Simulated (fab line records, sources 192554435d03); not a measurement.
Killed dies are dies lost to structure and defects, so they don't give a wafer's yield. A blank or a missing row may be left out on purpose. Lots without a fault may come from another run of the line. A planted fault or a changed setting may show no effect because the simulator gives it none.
Which tool did it? | flow n5_finfet | 22 lots, 66 wafers sampled, at 6 steps of a route of 1938

WHAT THE GAUGES READ, wafer by wafer
The record holds no reading of a measuring or inspecting step that can be judged against a usual standard deviation.

WHICH TOOL RAN EACH LOT (tool, then ch and the chambers of the sampled wafers, then the start)
lot  | N5_HKMG_FIN_ETCH_31               | N5_HKMG_FIN_STRIP_92              | N5_HKMG_FIN_ETCH_86               | N5_HKMG_FIN_STRIP_89              | N5_HKMG_FIN_NWFM_ALD_20             | N5_HKMG_FIN_ALD_72
L074 | rie_diel-05 ch 1,2,3, day 4 01:08 | rie_diel-05 ch 1,2,3, day 4 01:32 | rie_diel-02 ch 2,3, day 4 02:25   | rie_diel-02 ch 2,3, day 4 02:28   | ald_metal-03 ch 0,1, day 4 03:02    | cvd_w-02 ch 0,1, day 4 04:35
L075 | rie_diel-02 ch 2,3, day 4 09:14   | rie_diel-02 ch 2,3, day 4 09:38   | rie_diel-02 ch 0,2,3, day 4 10:31 | rie_diel-02 ch 0,2,3, day 4 10:34 | ald_metal-03 ch 0,2, day 4 11:09    | cvd_w-01 ch 0,1, day 4 13:01
L076 | rie_diel-03 ch 0,3, day 4 14:34   | rie_diel-03 ch 0,3, day 4 14:58   | rie_diel-05 ch 0,3, day 4 15:50   | rie_diel-05 ch 0,3, day 4 15:54   | ald_metal-01 ch 0,1, day 4 16:28    | cvd_w-02 ch 0,1, day 4 18:08
L077 | rie_diel-02 ch 0,2,3, day 4 21:25 | rie_diel-02 ch 0,2,3, day 4 21:50 | rie_diel-03 ch 0,3, day 4 22:43   | rie_diel-03 ch 0,3, day 4 22:47   | ald_metal-02 ch 0,1,2, day 4 23:21  | cvd_w-01 ch 0,1, day 5 01:03
L078 | rie_diel-03 ch 0,1,3, day 5 06:46 | rie_diel-03 ch 0,1,3, day 5 07:11 | rie_diel-02 ch 0,2,3, day 5 08:03 | rie_diel-02 ch 0,2,3, day 5 08:07 | ald_metal-01 ch 0,1,3, day 5 08:41  | cvd_w-01 ch 0,1, day 5 10:14
L079 | rie_diel-05 ch 0,1, day 5 09:41   | rie_diel-05 ch 0,1, day 5 10:06   | rie_diel-05 ch 0,3, day 5 10:58   | rie_diel-05 ch 0,3, day 5 11:02   | ald_metal-03 ch 0,1,3, day 5 11:36  | cvd_w-02 ch 0,1, day 5 13:10
L080 | rie_diel-02 ch 0,2,3, day 5 14:02 | rie_diel-02 ch 0,2,3, day 5 14:27 | rie_diel-02 ch 2,3, day 5 15:23   | rie_diel-02 ch 2,3, day 5 15:26   | ald_metal-01 ch 0,3, day 5 16:01    | cvd_w-02 ch 0,1, day 5 17:45
L081 | rie_diel-02 ch 0,1, day 5 20:20   | rie_diel-02 ch 0,1, day 5 20:45   | rie_diel-03 ch 1,2,3, day 5 21:43 | rie_diel-03 ch 1,2,3, day 5 21:46 | ald_metal-03 ch 2,3, day 5 22:20    | cvd_w-01 ch 0,1, day 5 23:55
L082 | rie_diel-05 ch 0,2,3, day 6 05:10 | rie_diel-05 ch 0,2,3, day 6 05:35 | rie_diel-02 ch 0,3, day 6 06:28   | rie_diel-02 ch 0,3, day 6 06:31   | ald_metal-01 ch 2,3, day 6 07:05    | cvd_w-02 ch 0,1, day 6 08:56
L083 | rie_diel-02 ch 0,2,3, day 6 10:43 | rie_diel-02 ch 0,2,3, day 6 11:08 | rie_diel-03 ch 0,3, day 6 12:00   | rie_diel-03 ch 0,3, day 6 12:04   | ald_metal-01 ch 1,2, day 6 12:38    | cvd_w-01 ch 1, day 6 14:10
L084 | rie_diel-05 ch 0,1,2, day 6 19:55 | rie_diel-05 ch 0,1,2, day 6 20:20 | rie_diel-03 ch 0,2, day 6 21:13   | rie_diel-03 ch 0,2, day 6 21:16   | ald_metal-01 ch 0,1, day 6 21:51    | cvd_w-02 ch 0,1, day 6 23:23
L085 | rie_diel-02 ch 0,1, day 6 22:31   | rie_diel-02 ch 0,1, day 6 22:55   | rie_diel-05 ch 2,3, day 6 23:47   | rie_diel-05 ch 2,3, day 6 23:51   | ald_metal-02 ch 0,3, day 7 00:26    | cvd_w-01 ch 0,1, day 7 01:59
L087 | rie_diel-02 ch 0,2,3, day 7 14:13 | rie_diel-02 ch 0,2,3, day 7 14:38 | rie_diel-02 ch 0,1,3, day 7 15:32 | rie_diel-02 ch 0,1,3, day 7 15:36 | ald_metal-01 ch 0,1,2, day 7 16:11  | cvd_w-02 ch 0,1, day 7 17:43
L086 | rie_diel-02 ch 0,1,3, day 7 14:44 | rie_diel-02 ch 0,1,3, day 7 15:09 | rie_diel-03 ch 0,1, day 7 16:02   | rie_diel-03 ch 0,1, day 7 16:06   | ald_metal-02 ch 1,3, day 7 16:40    | cvd_w-01 ch 0,1, day 7 18:14
L088 | rie_diel-05 ch 0,1,2, day 7 17:10 | rie_diel-05 ch 0,1,2, day 7 17:35 | rie_diel-02 ch 0,1,2, day 7 18:29 | rie_diel-02 ch 0,1,2, day 7 18:33 | ald_metal-02 ch 2,3, day 7 19:11    | cvd_w-02 ch 0,1, day 7 20:46
L090 | rie_diel-03 ch 0,1,3, day 8 02:54 | rie_diel-03 ch 0,1,3, day 8 03:19 | rie_diel-05 ch 1,2,3, day 8 04:13 | rie_diel-05 ch 1,2,3, day 8 04:17 | ald_metal-02 ch 0,1,3, day 8 04:52  | cvd_w-02 ch 0,1, day 8 06:30
L091 | rie_diel-02 ch 0,2,3, day 8 07:25 | rie_diel-02 ch 0,2,3, day 8 07:50 | rie_diel-05 ch 0,1,3, day 8 08:48 | rie_diel-05 ch 0,1,3, day 8 08:52 | ald_metal-01 ch 0,1,3, day 8 09:26  | cvd_w-01 ch 0,1, day 8 11:01
L092 | rie_diel-02 ch 0,2,3, day 8 17:23 | rie_diel-02 ch 0,2,3, day 8 17:48 | rie_diel-05 ch 2,3, day 8 18:41   | rie_diel-05 ch 2,3, day 8 18:45   | ald_metal-03 ch 0,1, day 8 19:20    | cvd_w-02 ch 0,1, day 8 20:54
L094 | rie_diel-05 ch 1,2, day 9 08:14   | rie_diel-05 ch 1,2, day 9 08:39   | rie_diel-02 ch 0,2,3, day 9 09:31 | rie_diel-02 ch 0,2,3, day 9 09:35 | ald_metal-01 ch 1,2, day 9 10:09    | cvd_w-01 ch 0,1, day 9 11:49
L095 | rie_diel-03 ch 0,1,2, day 9 12:42 | rie_diel-03 ch 0,1,2, day 9 13:07 | rie_diel-02 ch 1,2,3, day 9 13:59 | rie_diel-02 ch 1,2,3, day 9 14:02 | ald_metal-01 ch 0,2, day 9 14:37    | cvd_w-01 ch 0,1, day 9 16:10
L096 | rie_diel-05 ch 1,2, day 9 15:18   | rie_diel-05 ch 1,2, day 9 15:43   | rie_diel-05 ch 1,3, day 9 16:35   | rie_diel-05 ch 1,3, day 9 16:38   | ald_metal-01 ch 0,1,2, day 9 17:13  | cvd_w-02 ch 0,1, day 9 18:47
L097 | rie_diel-03 ch 1,2, day 10 01:47  | rie_diel-03 ch 1,2, day 10 02:12  | rie_diel-02 ch 1,3, day 10 03:07  | rie_diel-02 ch 1,3, day 10 03:10  | ald_metal-02 ch 0,1,3, day 10 03:44 | cvd_w-01 ch 0,1, day 10 05:28
- N5_HKMG_FIN_ETCH_31: etches SiARC in CF4, target depth 45.5 nm, time 75.8 s.
- N5_HKMG_FIN_STRIP_92: strips SOC in N2/H2, time 20 s.
- N5_HKMG_FIN_ETCH_86: etches SOC in N2/H2, stops on TiN, target depth 393.2 nm.
- N5_HKMG_FIN_STRIP_89: strips SOC in N2/H2, time 20 s.
- N5_HKMG_FIN_NWFM_ALD_20: deposits TiAlC, target thk 2 nm, pulse time 3 s, purge time 2 s.
- N5_HKMG_FIN_ALD_72: deposits W, target thk 2 nm, pulse time 1 s, purge time 2 s.

WHAT THE TOOLS THEMSELVES READ (means of the sampled wafers that have a number; where no wafer has one, the mark that the record gives instead)
N5_HKMG_FIN_ETCH_31.
lot  | tool        | drypump_motor_current_A (A) | etch_rf_on_time_s (s) | oes_product_au (a.u.) | rf_vpp_V (V) | showerhead_plenum_p_Torr (Torr) | throttle_valve_pct (%)
L074 | rie_diel-05 | 5.4                         | 75.5                  | 0.68                  | 185.1        | 2.14                            | 15.27
L075 | rie_diel-02 | 6.6                         | 74.9                  | 0.71                  | 183.8        | 2.12                            | 15.45
L076 | rie_diel-03 | 5.3                         | 76.0                  | 0.61                  | 184.4        | 2.10                            | 15.43
L077 | rie_diel-02 | 6.2                         | 76.6                  | 0.73                  | 184.5        | 2.19                            | 15.49
L078 | rie_diel-03 | 5.7                         | 75.2                  | 0.66                  | 183.6        | 2.08                            | 15.55
L079 | rie_diel-05 | 5.6                         | 77.1                  | 0.61                  | 182.8        | 2.09                            | 15.63
L080 | rie_diel-02 | 6.2                         | 75.0                  | 0.73                  | 184.6        | 2.19                            | 15.53
L081 | rie_diel-02 | 5.5                         | 76.0                  | 0.80                  | 184.3        | 2.16                            | 15.31
L082 | rie_diel-05 | 5.8                         | 76.2                  | 0.66                  | 183.8        | 2.11                            | 15.53
L083 | rie_diel-02 | 6.2                         | 75.4                  | 0.72                  | 185.0        | 2.19                            | 15.53
L084 | rie_diel-05 | 5.8                         | 75.6                  | 0.65                  | 184.0        | 2.10                            | 15.56
L085 | rie_diel-02 | 5.4                         | 77.3                  | 0.75                  | 184.9        | 2.22                            | 15.45
L087 | rie_diel-02 | 6.2                         | 75.0                  | 0.70                  | 185.6        | 2.19                            | 15.54
L086 | rie_diel-02 | 5.9                         | 75.3                  | 0.75                  | 184.8        | 2.21                            | 15.45
L088 | rie_diel-05 | 5.8                         | 75.8                  | 0.64                  | 183.8        | 2.10                            | 15.58
L090 | rie_diel-03 | 5.8                         | 76.4                  | 0.64                  | 183.4        | 2.07                            | 15.60
L091 | rie_diel-02 | 6.2                         | 75.9                  | 0.70                  | 184.9        | 2.18                            | 15.55
L092 | rie_diel-02 | 6.2                         | 76.2                  | 0.69                  | 185.4        | 2.18                            | 15.58
L094 | rie_diel-05 | 5.4                         | 76.5                  | 0.64                  | 184.1        | 2.12                            | 15.37
L095 | rie_diel-03 | 5.7                         | 75.0                  | 0.72                  | 183.8        | 2.16                            | 15.53
L096 | rie_diel-05 | 5.6                         | 75.3                  | 0.67                  | 185.0        | 2.14                            | 15.29
L097 | rie_diel-03 | 6.1                         | 73.9                  | 0.76                  | 184.0        | 2.15                            | 15.65

N5_HKMG_FIN_STRIP_92.
lot  | tool        | drypump_motor_current_A (A) | oes_product_au (a.u.) | rf_vpp_V (V) | showerhead_plenum_p_Torr (Torr) | throttle_valve_pct (%)
L074 | rie_diel-05 | 5.4                         | 0.80                  | 54.9         | 3.38                            | 18.6
L075 | rie_diel-02 | 6.6                         | 0.82                  | 54.2         | 3.36                            | 19.1
L076 | rie_diel-03 | 5.3                         | 0.70                  | 53.7         | 3.28                            | 19.1
L077 | rie_diel-02 | 6.2                         | 0.86                  | 53.8         | 3.47                            | 19.0
L078 | rie_diel-03 | 5.8                         | 0.77                  | 53.7         | 3.27                            | 19.2
L079 | rie_diel-05 | 5.6                         | 0.73                  | 54.4         | 3.29                            | 18.8
L080 | rie_diel-02 | 6.2                         | 0.85                  | 53.6         | 3.46                            | 19.1
L081 | rie_diel-02 | 5.5                         | 0.94                  | 54.2         | 3.40                            | 18.9
L082 | rie_diel-05 | 5.9                         | 0.77                  | 53.6         | 3.32                            | 19.0
L083 | rie_diel-02 | 6.2                         | 0.84                  | 54.3         | 3.46                            | 19.1
L084 | rie_diel-05 | 5.8                         | 0.76                  | 53.8         | 3.31                            | 18.7
L085 | rie_diel-02 | 5.4                         | 0.89                  | 54.2         | 3.48                            | 18.9
L087 | rie_diel-02 | 6.2                         | 0.82                  | 55.1         | 3.45                            | 19.1
L086 | rie_diel-02 | 5.9                         | 0.87                  | 54.7         | 3.48                            | 19.1
L088 | rie_diel-05 | 5.8                         | 0.75                  | 54.0         | 3.30                            | 18.7
L090 | rie_diel-03 | 5.8                         | 0.75                  | 54.0         | 3.26                            | 19.2
L091 | rie_diel-02 | 6.2                         | 0.81                  | 55.1         | 3.45                            | 19.1
L092 | rie_diel-02 | 6.2                         | 0.81                  | 54.1         | 3.45                            | 19.1
L094 | rie_diel-05 | 5.4                         | 0.75                  | 53.7         | 3.34                            | 18.5
L095 | rie_diel-03 | 5.7                         | 0.83                  | 55.1         | 3.38                            | 18.9
L096 | rie_diel-05 | 5.6                         | 0.78                  | 54.5         | 3.36                            | 18.4
L097 | rie_diel-03 | 6.1                         | 0.89                  | 54.9         | 3.37                            | 19.1

N5_HKMG_FIN_ETCH_86.
lot  | tool        | drypump_motor_current_A (A) | oes_product_au (a.u.) | rf_vpp_V (V) | showerhead_plenum_p_Torr (Torr) | throttle_valve_pct (%)
L074 | rie_diel-02 | 6.7                         | 0.84                  | 242.1        | 2.63                            | 17.87
L075 | rie_diel-02 | 6.2                         | 0.87                  | 242.0        | 2.63                            | 17.81
L076 | rie_diel-05 | 5.7                         | 0.73                  | 240.3        | 2.51                            | 17.91
L077 | rie_diel-03 | 5.7                         | 0.69                  | 238.9        | 2.45                            | 17.81
L078 | rie_diel-02 | 6.2                         | 0.85                  | 242.1        | 2.63                            | 17.83
L079 | rie_diel-05 | 5.7                         | 0.73                  | 239.9        | 2.51                            | 17.91
L080 | rie_diel-02 | 6.7                         | 0.82                  | 241.0        | 2.62                            | 17.90
L081 | rie_diel-03 | 6.0                         | 0.74                  | 239.3        | 2.43                            | 17.96
L082 | rie_diel-02 | 6.3                         | 0.85                  | 243.3        | 2.70                            | 17.89
L083 | rie_diel-03 | 5.3                         | 0.69                  | 239.7        | 2.48                            | 17.72
L084 | rie_diel-03 | 5.2                         | 0.69                  | 239.9        | 2.47                            | 17.71
L085 | rie_diel-05 | 5.5                         | 0.77                  | 240.7        | 2.56                            | 17.63
L087 | rie_diel-02 | 5.9                         | 0.86                  | 241.5        | 2.63                            | 17.76
L086 | rie_diel-03 | 5.4                         | 0.76                  | 240.0        | 2.50                            | 17.76
L088 | rie_diel-02 | 5.8                         | 0.85                  | 240.8        | 2.55                            | 17.72
L090 | rie_diel-05 | 5.4                         | 0.76                  | 241.3        | 2.55                            | 17.58
L091 | rie_diel-05 | 5.6                         | 0.71                  | 240.3        | 2.49                            | 17.87
L092 | rie_diel-05 | 5.5                         | 0.76                  | 240.8        | 2.56                            | 17.64
L094 | rie_diel-02 | 6.2                         | 0.80                  | 241.4        | 2.61                            | 17.88
L095 | rie_diel-02 | 6.3                         | 0.81                  | 240.6        | 2.54                            | 17.82
L096 | rie_diel-05 | 5.2                         | 0.71                  | 240.2        | 2.54                            | 17.75
L097 | rie_diel-02 | 6.4                         | 0.82                  | 241.9        | 2.63                            | 17.87

N5_HKMG_FIN_STRIP_89.
lot  | tool        | drypump_motor_current_A (A) | oes_product_au (a.u.) | rf_vpp_V (V) | showerhead_plenum_p_Torr (Torr) | throttle_valve_pct (%)
L074 | rie_diel-02 | 6.7                         | 0.86                  | 54.7         | 3.47                            | 19.2
L075 | rie_diel-02 | 6.2                         | 0.88                  | 53.8         | 3.47                            | 19.0
L076 | rie_diel-05 | 5.7                         | 0.74                  | 53.6         | 3.32                            | 19.3
L077 | rie_diel-03 | 5.7                         | 0.69                  | 53.8         | 3.24                            | 19.2
L078 | rie_diel-02 | 6.2                         | 0.85                  | 54.0         | 3.46                            | 19.1
L079 | rie_diel-05 | 5.7                         | 0.74                  | 54.3         | 3.32                            | 19.3
L080 | rie_diel-02 | 6.7                         | 0.84                  | 54.0         | 3.46                            | 19.2
L081 | rie_diel-03 | 6.0                         | 0.75                  | 53.6         | 3.22                            | 19.2
L082 | rie_diel-02 | 6.3                         | 0.86                  | 54.7         | 3.56                            | 19.2
L083 | rie_diel-03 | 5.3                         | 0.70                  | 54.4         | 3.28                            | 19.1
L084 | rie_diel-03 | 5.2                         | 0.69                  | 54.1         | 3.27                            | 19.0
L085 | rie_diel-05 | 5.5                         | 0.78                  | 54.1         | 3.38                            | 18.9
L087 | rie_diel-02 | 5.9                         | 0.87                  | 54.1         | 3.48                            | 19.1
L086 | rie_diel-03 | 5.4                         | 0.77                  | 53.7         | 3.31                            | 19.1
L088 | rie_diel-02 | 5.8                         | 0.85                  | 54.1         | 3.37                            | 18.9
L090 | rie_diel-05 | 5.4                         | 0.76                  | 54.5         | 3.36                            | 18.7
L091 | rie_diel-05 | 5.6                         | 0.72                  | 54.5         | 3.29                            | 19.0
L092 | rie_diel-05 | 5.5                         | 0.77                  | 54.4         | 3.38                            | 18.9
L094 | rie_diel-02 | 6.2                         | 0.80                  | 53.8         | 3.44                            | 19.1
L095 | rie_diel-02 | 6.3                         | 0.82                  | 54.3         | 3.36                            | 19.1
L096 | rie_diel-05 | 5.3                         | 0.72                  | 54.6         | 3.35                            | 19.0
L097 | rie_diel-02 | 6.4                         | 0.83                  | 54.6         | 3.46                            | 19.2

N5_HKMG_FIN_NWFM_ALD_20.
lot  | tool         | heater_power_w (W) | precursor_pulse_height_rel
L074 | ald_metal-03 | 556                | 1.013
L075 | ald_metal-03 | 503                | 0.976
L076 | ald_metal-01 | 515                | 1.035
L077 | ald_metal-02 | 503                | 0.985
L078 | ald_metal-01 | 511                | 1.008
L079 | ald_metal-03 | 512                | 1.015
L080 | ald_metal-01 | 499                | 0.987
L081 | ald_metal-03 | 424                | 1.002
L082 | ald_metal-01 | 473                | 0.986
L083 | ald_metal-01 | 476                | 1.006
L084 | ald_metal-01 | 506                | 0.999
L085 | ald_metal-02 | 497                | 1.006
L087 | ald_metal-01 | 505                | 1.004
L086 | ald_metal-02 | 559                | 0.997
L088 | ald_metal-02 | 520                | 1.004
L090 | ald_metal-02 | 526                | 0.984
L091 | ald_metal-01 | 508                | 1.002
L092 | ald_metal-03 | 559                | 0.999
L094 | ald_metal-01 | 488                | 1.009
L095 | ald_metal-01 | 522                | 0.990
L096 | ald_metal-01 | 512                | 0.994
L097 | ald_metal-02 | 521                | 0.993

N5_HKMG_FIN_ALD_72.
lot  | tool     | heater_power_w (W) | precursor_pulse_height_rel
L074 | cvd_w-02 | 500                | 0.985
L075 | cvd_w-01 | 465                | 0.995
L076 | cvd_w-02 | 500                | 0.993
L077 | cvd_w-01 | 465                | 0.984
L078 | cvd_w-01 | 443                | 0.996
L079 | cvd_w-02 | 514                | 0.989
L080 | cvd_w-02 | 508                | 1.001
L081 | cvd_w-01 | 438                | 0.994
L082 | cvd_w-02 | 508                | 0.999
L083 | cvd_w-01 | 508                | 0.980
L084 | cvd_w-02 | 503                | 1.009
L085 | cvd_w-01 | 470                | 1.008
L087 | cvd_w-02 | 508                | 1.006
L086 | cvd_w-01 | 443                | 0.991
L088 | cvd_w-02 | 501                | 1.009
L090 | cvd_w-02 | 509                | 1.021
L091 | cvd_w-01 | 438                | 0.983
L092 | cvd_w-02 | 509                | 1.009
L094 | cvd_w-01 | 439                | 1.011
L095 | cvd_w-01 | 442                | 0.983
L096 | cvd_w-02 | 505                | 0.993
L097 | cvd_w-01 | 478                | 1.016

THE ANSWER, worked out from the rows above alone
Rule: what is usual is taken from the lots themselves. Put in order of their means at a reading, lots are off if they are a third of the lots or fewer, leave a main group of 4 or more, and stand apart from it by a gap of 3 or more times the standard deviation of the main group's means; of several such gaps the widest counts. A main group whose means are all the same, to the digits that the tables above print for the reading, isn't used. A lot without any number at a reading at which 4 lots or more have one is off too. The other lots that the step has rows for count as sound. The gauges are gone through in route order, then the tools' own readings, and for those a lot's mean is taken as printed above. The first step at which some lot is off is used, and at that step the reading that is off furthest; a lot without a number counts as furthest.
No lot is off at any reading shown: from this, nothing can be told.

WHAT THE SIMULATOR HAD PUT IN
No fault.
